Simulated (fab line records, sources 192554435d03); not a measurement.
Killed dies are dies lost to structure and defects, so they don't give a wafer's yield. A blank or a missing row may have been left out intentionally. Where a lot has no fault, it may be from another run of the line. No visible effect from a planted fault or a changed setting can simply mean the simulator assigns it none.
Split-lot trial	flow n5Finfet	7 lots, 39 wafers read, on a route of 1938 steps

ABOUT THE SPLIT
At N5_HKMG_FIN_ETCH_35 (etches SOC in N2/H2, target depth 215.8 nm, time 243.4 s), the setting targetDepthA was moved away from the recipe's 2158 angstrom on 9 of the 39 wafers read, by -7.5% to +8.0%. All remaining wafers had this setting at the recipe value.

The reading comes from the split's own step.

THE READING
SOC_of_HKMG_FIN_COAT_29.thkNm (the simulator's own value, which no gauge read), in nm, at N5_HKMG_FIN_ETCH_35 (etches SOC in N2/H2, target depth 215.8 nm, time 243.4 s). There is no usual value for it anywhere in the file. Across the 30 wafers here that went through the recipe, the average is 83.4 nm and the standard deviation 3.3 nm.

wafer	tool, chamber at the split	targetDepthA as run, angstrom	against the recipe	SOC_of_HKMG_FIN_COAT_29.thkNm, nm	against lot-mates on the recipe
L074.1	rieDiel-01, 0	2158	recipe	77.8	-
L074.2	rieDiel-01, 2	2158	recipe	78.2	-
L074.3	rieDiel-01, 3	2158	recipe	79	-
L074.4	rieDiel-01, 1	2158	recipe	80.2	-
L074.5	rieDiel-01, 0	2158	recipe	77.4	-
L074.6	rieDiel-01, 3	2158	recipe	80.2	-
L077.2	rieDiel-02, 3	2158	recipe	83.6	-
L077.5	rieDiel-02, 3	2158	recipe	85.2	-
L077.6	rieDiel-02, 2	2158	recipe	83.2	-
L080.1	rieDiel-02, 2	2158	recipe	88.6	-
L080.2	rieDiel-02, 1	2158	recipe	82.6	-
L080.3	rieDiel-02, 3	2158	recipe	86	-
L080.4	rieDiel-02, 2	2158	recipe	85	-
L080.5	rieDiel-02, 3	2158	recipe	86.6	-
L080.6	rieDiel-02, 1	2158	recipe	81.8	-
L084.1	rieDiel-02, 3	2158	recipe	89.4	-
L084.2	rieDiel-02, 2	2158	recipe	85	-
L084.3	rieDiel-02, 1	2158	recipe	84.4	-
L084.4	rieDiel-02, 0	2158	recipe	83	-
L084.5	rieDiel-02, 3	2158	recipe	89.4	-
L084.6	rieDiel-02, 0	2158	recipe	81.2	-
L087.1	rieDiel-01, 3	2031	-5.9%	96.2	+14.9
L087.2	rieDiel-01, 1	2031	-5.9%	96.6	+15.3
L087.3	rieDiel-01, 2	2031	-5.9%	95.6	+14.3
L087.4	rieDiel-01, 0	2158	recipe	81.2	-
L087.5	rieDiel-01, 2	2158	recipe	82.2	-
L087.6	rieDiel-01, 3	2158	recipe	80.6	-
L090.1	rieDiel-04, 0	2158	recipe	89.8	-
L090.2	rieDiel-04, 3	2158	recipe	83.2	-
L090.3	rieDiel-04, 2	2331	+8.0%	65.8	-20.3
L090.4	rieDiel-04, 1	2331	+8.0%	63.8	-22.3
L090.5	rieDiel-04, 0	2331	+8.0%	71.8	-14.3
L090.6	rieDiel-04, 3	2158	recipe	85.2	-
L095.1	rieDiel-01, 1	1996	-7.5%	101.4	+17.2
L095.2	rieDiel-01, 2	2158	recipe	83.6	-
L095.3	rieDiel-01, 3	1996	-7.5%	102.2	+18.0
L095.4	rieDiel-01, 0	1996	-7.5%	99.8	+15.6
L095.5	rieDiel-01, 3	2158	recipe	85.6	-
L095.6	rieDiel-01, 0	2158	recipe	83.4	-

FIT RESULTS
A straight line over all 39 wafers: SOC_of_HKMG_FIN_COAT_29.thkNm changes by -2.17 nm for each +1% of targetDepthA; r = -0.92; the points scatter about the line by 3.2 nm.
The same after taking each lot's own level away (the mean of its wafers on the recipe; 39 wafers): -2.36 nm for each +1%; r = -0.97; scatter 2.1 nm.
According to that fit, moving targetDepthA by its largest amount changes the reading by 19 nm.
The lots' own levels span 78.80 to 86.07 nm, that is 2.2 times the standard deviation above.
The two slopes are in agreement: the lot-to-lot level therefore moves the slope only a little.
Check: with one of the wafers moved furthest among these (+8.0%) left out of the fit, the line predicts -18.6 nm for it against its lot-mates. It came out at -20.3 nm against them.

FURTHER SPLITS ON THESE WAFERS
Note: prior to the reading, these wafers also went through further splits. Each is held against what the fit with the lots' levels taken away leaves over:
other split on the same wafers	wafers away from the commonest value	r with SOC_of_HKMG_FIN_COAT_29.thkNm (lot level and that fit taken away)
N5_SD_EPI_P_ETCH_16 targetDepthA	15	+0.01

THE WHOLE CHAIN: every reading that the file lists as answering this split, in the file's order
step	what it does	reading	change (the file's fit)	r (the file's)
N5_HKMG_FIN_ETCH_35	etches SOC in N2/H2, target depth 215.8 nm, time 243.4 s	HKMG_FIN.featureDepthNm (the simulator's own value, which no gauge read)	+2.38 nm for each +1% of the setting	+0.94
N5_HKMG_FIN_ETCH_35	etches SOC in N2/H2, target depth 215.8 nm, time 243.4 s	etch.depthNm (the simulator's own value, which no gauge read)	+2.37 nm for each +1% of the setting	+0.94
N5_HKMG_FIN_ETCH_35	etches SOC in N2/H2, target depth 215.8 nm, time 243.4 s	SOC_of_HKMG_FIN_COAT_29.thkNm (the simulator's own value, which no gauge read)	-2.36 nm for each +1% of the setting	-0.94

FILE'S OWN FIT
SOC_of_HKMG_FIN_COAT_29.thkNm changes by -2.36 nm for each +1% of targetDepthA, r = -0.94.
